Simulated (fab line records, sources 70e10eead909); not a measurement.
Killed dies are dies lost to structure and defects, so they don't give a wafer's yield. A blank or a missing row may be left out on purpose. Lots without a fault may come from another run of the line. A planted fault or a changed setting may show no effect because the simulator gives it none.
fab line records | flow nand_harc
record lots=6 wafers=18 last_day=26
route steps=1159 shown A_SOURCE_PLATE@420 A_ONON_D1@424 END@1159
lots that met no fault: from a run of the same line without faults
start_h: hours from the record's first day to the start of the lot's first wafer shown | wait_h: hours since the lot's step before | " the same as in the row above | L1.1+2: a row that stands for several wafers | - no value, or no start given | * or withheld: withheld | < > ~ a bound
route shown NAME@n: a module of which the file shows steps, and the number in the route of the first | usual: mean/standard deviation of fault-free wafers | same: alike in all rows | chamber/n: place in a boat | sites: the reading at each site | _std_site: their standard deviation | _edge_site: outer sites' mean less inner sites' | radius_mm: how far each site lies from the wafer's centre | mask NAME#n: copy n | behind: the tool/chamber that last shaped the wafer | hold: why the lot was held/for how many hours/how that ended | device: the transistor (n, p or np) that didn't switch | end of line: the same wafers' tests at the end of the route | a step without rows: its recipe alone | killed: dies lost to structure and defects at the first sort, not the wafer's yield | map: a wafer's dies, x killed, . not, _ none there
set.NAME: the setting as run; set.NAME@STEP: as run at that earlier step | model.NAME: the simulator's own value behind a step, which no gauge read
lots at some steps of the route; a table a step, a row a wafer
services: from which hour (start_h, from the record's first day; less than 0 if before it) a tool's chamber was out of use, for how many hours, and why
## steps
# step NHARC_A_SOURCE_PLATE_THK_MEAS_06
# recipe thk_meas_gauge=ellipsometry
# usual thk_nm=199.2/2.7
# columns lot.wafer tool chamber start_h wait_h thk_nm
L531.2 film_metro-02 - 217.98 0.4 195.7
L531.3 " - " " 198.6
L531.4 " - " " 199.7
L533.3 film_metro-01 - 218.01 0.4 196.3
L533.4 " - " " 197.2
L533.5 " - " " 195.7
L538.1 film_metro-02 - 228.04 0.4 198.0
L538.4 " - " " 199.2
L538.5 " - " " 200.7
L541.1 film_metro-01 - 236.30 0.4 196.0
L541.3 " - " " 195.7
L541.6 " - " " 195.9
L545.3 film_metro-01 - 250.05 0.4 203.8
L545.5 " - " " 202.3
L545.6 " - " " 202.1
L550.3 film_metro-01 - 266.40 0.4 201.5
L550.4 " - " " 197.7
L550.5 " - " " 200.5
# step NHARC_A_SOURCE_PLATE_INSPECT_08
# usual raw_defect_count=57/23
# columns lot.wafer tool chamber start_h wait_h raw_defect_count
L531.2 defect_inspect-01 - 218.07 0.0 32
L531.3 " - " " 50
L531.4 " - " " 43
L533.3 defect_inspect-02 - 218.08 0.0 70
L533.4 " - " " 71
L533.5 " - " " 57
L538.1 defect_inspect-01 - 228.11 0.0 67
L538.4 " - " " 69
L538.5 " - " " 93
L541.1 defect_inspect-02 - 236.37 0.0 24
L541.3 " - " " 36
L541.6 " - " " 25
L545.3 defect_inspect-01 - 250.13 0.0 52
L545.5 " - " " 44
L545.6 " - " " 41
L550.3 defect_inspect-01 - 266.51 0.0 61
L550.4 " - " " 39
L550.5 " - " " 48
# step NHARC_A_ONON_D1_DEP_00
# recipe target_thk_a=10000 n2_flow_sccm=2750 n2o_flow_sccm=2000 nh3_flow_sccm=500 sih4_flow_sccm=210 temp_c=400
# step NHARC_A_ONON_D1_THK_MEAS_02
# recipe thk_meas_gauge=ellipsometry
# usual thk_nm=1003/9.7
# columns lot.wafer tool chamber start_h wait_h thk_nm
L531.2 film_metro-01 - 218.65 - 993
L531.3 " - " " 993
L531.4 " - " " 991
L533.3 film_metro-02 - 219.03 - 1008
L533.4 " - " " 1007
L533.5 " - " " 1006
L538.1 film_metro-02 - 228.68 - 999
L538.4 " - " " 1001
L538.5 " - " " 999
L541.1 film_metro-01 - 236.94 - 1005
L541.3 " - " " 1004
L541.6 " - " " 1005
L545.3 film_metro-02 - 250.95 - 993
L545.5 " - " " 992
L545.6 " - " " 992
L550.3 film_metro-01 - 267.08 - 1003
L550.4 " - " " 1004
L550.5 " - " " 1004
# step NHARC_A_ONON_D1_DEP_03
# recipe target_thk_a=10000 n2_flow_sccm=2750 n2o_flow_sccm=2000 nh3_flow_sccm=500 sih4_flow_sccm=210 temp_c=400
# step NHARC_A_ONON_D1_THK_MEAS_05
# recipe thk_meas_gauge=ellipsometry
# usual thk_nm=1002/8.1
# columns lot.wafer tool chamber start_h wait_h thk_nm
L531.2 film_metro-01 - 219.36 - 1002
L531.3 " - " " 1002
L531.4 " - " " 1004
L533.3 film_metro-02 - 219.70 - 1005
L533.4 " - " " 1005
L533.5 " - " " 1007
L538.1 film_metro-02 - 229.25 - 1014
L538.4 " - " " 1015
L538.5 " - " " 1015
L541.1 film_metro-01 - 237.51 - 1009
L541.3 " - " " 1007
L541.6 " - " " 1010
L545.3 film_metro-01 - 251.52 - 1005
L545.5 " - " " 1003
L545.6 " - " " 1005
L550.3 film_metro-02 - 267.65 - 1000
L550.4 " - " " 1001
L550.5 " - " " 1000
# step NHARC_A_ONON_D1_DEP_06
# recipe target_thk_a=10000 n2_flow_sccm=2750 n2o_flow_sccm=2000 nh3_flow_sccm=500 sih4_flow_sccm=210 temp_c=400
# step NHARC_A_ONON_D1_THK_MEAS_08
# recipe thk_meas_gauge=ellipsometry
# usual thk_nm=998/7.7
# columns lot.wafer tool chamber start_h wait_h thk_nm
L531.2 film_metro-01 - 220.04 - 1003
L531.3 " - " " 1002
L531.4 " - " " 1002
L533.3 film_metro-01 - 220.74 - 1011
L533.4 " - " " 1012
L533.5 " - " " 1012
L538.1 film_metro-02 - 230.29 - 1005
L538.4 " - " " 1006
L538.5 " - " " 1006
L541.1 film_metro-02 - 238.07 - 997
L541.3 " - " " 997
L541.6 " - " " 997
L545.3 film_metro-02 - 252.09 - 994
L545.5 " - " " 997
L545.6 " - " " 996
L550.3 film_metro-01 - 268.21 - 1002
L550.4 " - " " 1006
L550.5 " - " " 1003
# step NHARC_A_ONON_D1_DEP_09
# recipe target_thk_a=10000 n2_flow_sccm=2750 n2o_flow_sccm=2000 nh3_flow_sccm=500 sih4_flow_sccm=210 temp_c=400
# step NHARC_A_ONON_D1_THK_MEAS_11
# recipe thk_meas_gauge=ellipsometry
# usual thk_nm=1002/8.1
# columns lot.wafer tool chamber start_h wait_h thk_nm
L531.2 film_metro-01 - 221.10 - 1004
L531.3 " - " " 1007
L531.4 " - " " 1006
L533.3 film_metro-01 - 221.79 - 1002
L533.4 " - " " 1001
L533.5 " - " " 1002
L538.1 film_metro-02 - 231.01 - 985
L538.4 " - " " 987
L538.5 " - " " 986
L541.1 film_metro-02 - 238.66 - 995
L541.3 " - " " 993
L541.6 " - " " 997
L545.3 film_metro-01 - 252.66 - 991
L545.5 " - " " 989
L545.6 " - " " 990
L550.3 film_metro-01 - 268.78 - 1012
L550.4 " - " " 1010
L550.5 " - " " 1011
# step NHARC_A_ONON_D1_DEP_12
# recipe target_thk_a=10000 n2_flow_sccm=2750 n2o_flow_sccm=2000 nh3_flow_sccm=500 sih4_flow_sccm=210 temp_c=400
# usual n2o_flow_sccm=1999/5.3 sih4_flow_sccm=210.0/0.7
# columns lot.wafer tool chamber start_h wait_h n2o_flow_sccm sih4_flow_sccm
L531.2 pecvd_onon-04 0 221.70 0.6 2007 210.3
L531.3 " 0 " " 2001 209.7
L531.4 " 0 " " 2014 211.8
L533.3 pecvd_onon-02 0 222.45 0.7 2000 210.4
L533.4 " 0 " " 2008 209.8
L533.5 " 0 " " 2001 210.1
L538.1 pecvd_onon-02 0 231.55 0.5 2003 208.7
L538.4 " 0 " " 1999 209.7
L538.5 " 0 " " 2002 211.3
L541.1 pecvd_onon-02 0 238.72 0.1 1993 208.8
L541.3 " 0 " " 1997 208.6
L541.6 " 0 " " 1985 209.1
L545.3 pecvd_onon-03 0 252.83 0.2 1996 211.0
L545.5 " 0 " " 1993 210.7
L545.6 " 0 " " 2005 210.6
L550.3 pecvd_onon-03 0 268.95 0.2 1986 209.6
L550.4 " 0 " " 1998 210.6
L550.5 " 0 " " 1997 210.1
# step NHARC_A_ONON_D1_THK_MEAS_14
# recipe thk_meas_gauge=ellipsometry
# usual thk_nm=1000/10
# columns lot.wafer tool chamber start_h wait_h thk_nm
L531.2 film_metro-01 - 222.16 - 1003
L531.3 " - " " 1005
L531.4 " - " " 1002
L533.3 film_metro-01 - 222.86 - 997
L533.4 " - " " 997
L533.5 " - " " 996
L538.1 film_metro-02 - 232.05 - 392
L538.4 " - " " 392
L538.5 " - " " 393
L541.1 film_metro-01 - 239.23 - 419
L541.3 " - " " 416
L541.6 " - " " 416
L545.3 film_metro-01 - 253.23 - 991
L545.5 " - " " 990
L545.6 " - " " 992
L550.3 film_metro-01 - 269.35 - 1004
L550.4 " - " " 1005
L550.5 " - " " 1003
# step NHARC_A_ONON_D1_ANNEAL_15
# recipe temp_c=750 time_s=3600
# step NHARC_END_SORT_01
# recipe temp_c=25
# usual killed_at_array=29/11 killed_at_other=0.5/0.85 killed_at_periphery=3.0/2.3 killed_dies=33/12 killed_open=3.3/1.9 killed_short=2.0/1.5
# same gross_dies=677
# columns lot.wafer tool chamber start_h wait_h killed_at_array killed_at_other killed_at_periphery killed_dies killed_open killed_short
L538.1 prober-01 0 603.30 2.5 675 2 0 677 2 3
L538.4 prober-01 0 605.62 3.3 673 1 3 677 4 1
L538.5 prober-01 0 606.40 3.6 675 1 1 677 2 1
L541.1 prober-02 0 607.55 2.5 674 1 2 677 1 4
L541.3 prober-02 0 609.14 3.1 670 2 5 677 3 0
L541.6 prober-02 0 611.52 4.0 673 1 3 677 3 1
L545.5 prober-01 0 621.87 3.7 38 1 1 40 2 2
# killed by level:class
L538.1 A_ONON_D1:area_dep=634 A_CHANNEL_HOLE_D1:chamber_film_flake=18 A_SLIT:chamber_film_flake=14 A_CHANNEL_FILL_D1:geometric_particle:short=1 A_SGD_CUT:geometric_particle:open=1 A_CONTACT:geometric_particle:open=1 A_M1:geometric_particle:short=1 STARTING-WAFER:geometric_particle:short=1
L538.4 A_ONON_D1:area_dep=634 A_SLIT:chamber_film_flake=17 A_CHANNEL_HOLE_D1:chamber_film_flake=14 A_M0:geometric_particle:open=2 A_CONTACT:chamber_film_flake=2 P_CONTACT:geometric_particle:short=1 P_M1:geometric_particle:open=1 A_SGD_CUT:geometric_particle:open=1
L538.5 A_ONON_D1:area_dep=646 A_CHANNEL_HOLE_D1:chamber_film_flake=12 A_SLIT:chamber_film_flake=12 P_M0:geometric_particle:open=1 A_WL_FILL:geometric_particle:open=1 A_M0:geometric_particle:short=1 A_STAIRCASE:chamber_film_flake=1 A_SGD_CUT:chamber_film_flake=1
L541.1 A_ONON_D1:area_dep=644 A_SLIT:chamber_film_flake=18 A_CHANNEL_HOLE_D1:chamber_film_flake=4 A_CONTACT:chamber_film_flake=3 A_STAIRCASE:chamber_film_flake=2 P_GATE:geometric_particle:short=1 A_M0:geometric_particle:short=1 A_M0:geometric_particle:open=1
L541.3 A_ONON_D1:area_dep=642 A_SLIT:chamber_film_flake=14 A_CHANNEL_HOLE_D1:chamber_film_flake=5 A_CONTACT:chamber_film_flake=4 A_STAIRCASE:chamber_film_flake=3 A_CONTACT:geometric_particle:open=2 P_STI:chamber_film_flake=2 P_GATE:chamber_film_flake=2
L541.6 A_ONON_D1:area_dep=645 A_SLIT:chamber_film_flake=19 A_STAIRCASE:chamber_film_flake=3 A_CHANNEL_HOLE_D1:chamber_film_flake=2 A_CONTACT:chamber_film_flake=2 P_GATE:geometric_particle:open=1 P_M0:geometric_particle:open=1 A_ONON_D1:geometric_particle:short=1
L545.5 A_SLIT:chamber_film_flake=14 A_CHANNEL_HOLE_D1:chamber_film_flake=11 A_M0:chamber_film_flake=4 A_ZERO_WELL:chamber_film_flake=2 A_STAIRCASE:chamber_film_flake=2 A_CHANNEL_HOLE_D1:geometric_particle:short=1 A_WL_FILL:geometric_particle:short=1 A_WL_FILL:geometric_particle:open=1
# map L538.1 (x killed, . not)
____________x____________
_________xxxxxxx_________
_______xxxxxxxxxxx_______
______xxxxxxxxxxxxx______
_____xxxxxxxxxxxxxxx_____
____xxxxxxxxxxxxxxxxx____
____xxxxxxxxxxxxxxxxx____
___xxxxxxxxxxxxxxxxxxx___
___xxxxxxxxxxxxxxxxxxx___
__xxxxxxxxxxxxxxxxxxxxx__
__xxxxxxxxxxxxxxxxxxxxx__
_xxxxxxxxxxxxxxxxxxxxxxx_
_xxxxxxxxxxxxxxxxxxxxxxx_
_xxxxxxxxxxxxxxxxxxxxxxx_
_xxxxxxxxxxxxxxxxxxxxxxx_
_xxxxxxxxxxxxxxxxxxxxxxx_
xxxxxxxxxxxxxxxxxxxxxxxxx
xxxxxxxxxxxxxxxxxxxxxxxxx
xxxxxxxxxxxxxxxxxxxxxxxxx
xxxxxxxxxxxxxxxxxxxxxxxxx
xxxxxxxxxxxxxxxxxxxxxxxxx
_xxxxxxxxxxxxxxxxxxxxxxx_
_xxxxxxxxxxxxxxxxxxxxxxx_
_xxxxxxxxxxxxxxxxxxxxxxx_
_xxxxxxxxxxxxxxxxxxxxxxx_
_xxxxxxxxxxxxxxxxxxxxxxx_
__xxxxxxxxxxxxxxxxxxxxx__
__xxxxxxxxxxxxxxxxxxxxx__
___xxxxxxxxxxxxxxxxxxx___
___xxxxxxxxxxxxxxxxxxx___
____xxxxxxxxxxxxxxxxx____
____xxxxxxxxxxxxxxxxx____
_____xxxxxxxxxxxxxxx_____
______xxxxxxxxxxxxx______
_______xxxxxxxxxxx_______
_________xxxxxxx_________
____________x____________
# map L541.1 (x killed, . not)
____________x____________
_________xxxxxxx_________
_______xxxxxxxxxxx_______
______xxxxxxxxxxxxx______
_____xxxxxxxxxxxxxxx_____
____xxxxxxxxxxxxxxxxx____
____xxxxxxxxxxxxxxxxx____
___xxxxxxxxxxxxxxxxxxx___
___xxxxxxxxxxxxxxxxxxx___
__xxxxxxxxxxxxxxxxxxxxx__
__xxxxxxxxxxxxxxxxxxxxx__
_xxxxxxxxxxxxxxxxxxxxxxx_
_xxxxxxxxxxxxxxxxxxxxxxx_
_xxxxxxxxxxxxxxxxxxxxxxx_
_xxxxxxxxxxxxxxxxxxxxxxx_
_xxxxxxxxxxxxxxxxxxxxxxx_
xxxxxxxxxxxxxxxxxxxxxxxxx
xxxxxxxxxxxxxxxxxxxxxxxxx
xxxxxxxxxxxxxxxxxxxxxxxxx
xxxxxxxxxxxxxxxxxxxxxxxxx
xxxxxxxxxxxxxxxxxxxxxxxxx
_xxxxxxxxxxxxxxxxxxxxxxx_
_xxxxxxxxxxxxxxxxxxxxxxx_
_xxxxxxxxxxxxxxxxxxxxxxx_
_xxxxxxxxxxxxxxxxxxxxxxx_
_xxxxxxxxxxxxxxxxxxxxxxx_
__xxxxxxxxxxxxxxxxxxxxx__
__xxxxxxxxxxxxxxxxxxxxx__
___xxxxxxxxxxxxxxxxxxx___
___xxxxxxxxxxxxxxxxxxx___
____xxxxxxxxxxxxxxxxx____
____xxxxxxxxxxxxxxxxx____
_____xxxxxxxxxxxxxxx_____
______xxxxxxxxxxxxx______
_______xxxxxxxxxxx_______
_________xxxxxxx_________
____________x____________
## services
# columns tool chamber start_h hours kind
pecvd_onon-04 - 237.00 13.0 pm
## key
first_sign step=NHARC_A_ONON_D1_THK_MEAS_14 reading=thk_nm direction=down sigmas=58 usual=1000 struck=405
effect step=NHARC_END_SORT_01 reading=killed_at_array direction=up sigmas=60 usual=29 struck=673
more_kills_born_at NHARC_A_ONON_D1_DEP_12@pecvd_onon-02=3845
met_at NHARC_A_ONON_D1_DEP_12
struck_wafers L538.1,L538.4,L538.5,L541.1,L541.3,L541.6
later_rows_left_out L538.1,L538.4,L538.5,L541.1,L541.3,L541.6
tester_left_out L538,L541
onset_between 222.45 231.55
fault kind=process_parameter_drift tool=pecvd_onon-02 chamber=- onset_h=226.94 steps=NHARC_A_ONON_D1_DEP_12 channel=target_thk_a offset=* shape=step end_h=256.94 acts_in=* stated=*
# tester_left_out: of these lots the tester's yield and bins aren't shown, on N5 and GAA mostly nor the transistor test; their killed dies are dies lost to structure and defects alone, not to doping, threshold or leakage, so they don't give the yield
# later_rows_left_out: the simulator's readings of these wafers behind a module that went badly wrong aren't trusted and aren't shown, but for the sort
